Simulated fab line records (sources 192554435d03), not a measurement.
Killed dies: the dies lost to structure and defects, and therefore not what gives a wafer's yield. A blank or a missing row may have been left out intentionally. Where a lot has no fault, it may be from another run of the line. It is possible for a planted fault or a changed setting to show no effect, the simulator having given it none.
Chamber matching | flow n5 finfet | 3 sister chambers for N5_BEOL_M5_CURE_80 on uv cure-02
The step cures SiCOH lowk, time 120 s. 6 wafers are shown with their chamber, then 10 later ones without.

EACH WAFER AND ITS CHAMBER
wafer  | chamber | wafer_temp_C_max | lamp power pct (%)
L078.4 | 2       | 371.8            | 52.32
L078.5 | 2       | 371.7            | 52.33
L084.5 | 0       | 370.9            | 52.26
L084.6 | 0       | 371.4            | 52.35
L087.1 | 1       | 371.0            | 52.28
L087.5 | 1       | 371.3            | 52.32

WAFERS WITHOUT THEIR CHAMBER
wafer  | wafer_temp_C_max | lamp power pct (%)
L087.6 | 371.3            | 52.42
L095.1 | 372.2            | 52.29
L095.4 | 372.2            | 52.45
L095.6 | 372.3            | 52.27
L097.3 | 371.5            | 52.30
L097.5 | 370.8            | 52.27
L097.6 | 371.0            | 52.26
L091.3 | 370.8            | 52.35
L091.4 | 371.2            | 52.47
L091.5 | 371.5            | 52.23

WHICH CHAMBER EACH WENT THROUGH
wafer  | from the rows above          | in truth
L087.6 | can't be placed: 0 or 2 or 1 | 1
L095.1 | 2                            | 2
L095.4 | 2                            | 2
L095.6 | 2                            | 2
L097.3 | can't be placed: 2 or 1 or 0 | 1
L097.5 | can't be placed: 1 or 0      | 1
L097.6 | can't be placed: 1 or 0      | 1
L091.3 | can't be placed: 0 or 1      | 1
L091.4 | can't be placed: 0 or 1 or 2 | 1
L091.5 | can't be placed: 1 or 0 or 2 | 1
3 of 10 placed correctly. Cannot be placed on the basis of these rows: 7; the candidates contain the true chamber in 7. 0 placed wrongly.
How it was worked out, from the rows above alone: a wafer's distance from a chamber is the root of the sum, over the readings, of the square of ((its reading less the chamber's mean) divided by the reading's scatter). The wafer belongs to the nearest chamber; if the next one is less than 2 further off, it can't be placed. For every chamber, the mean is computed from those of its wafers that are shown. The scatter is the square root of a quotient: the sum, over the shown wafers, of each reading's squared deviation from its chamber's mean, divided by wafers minus chambers.
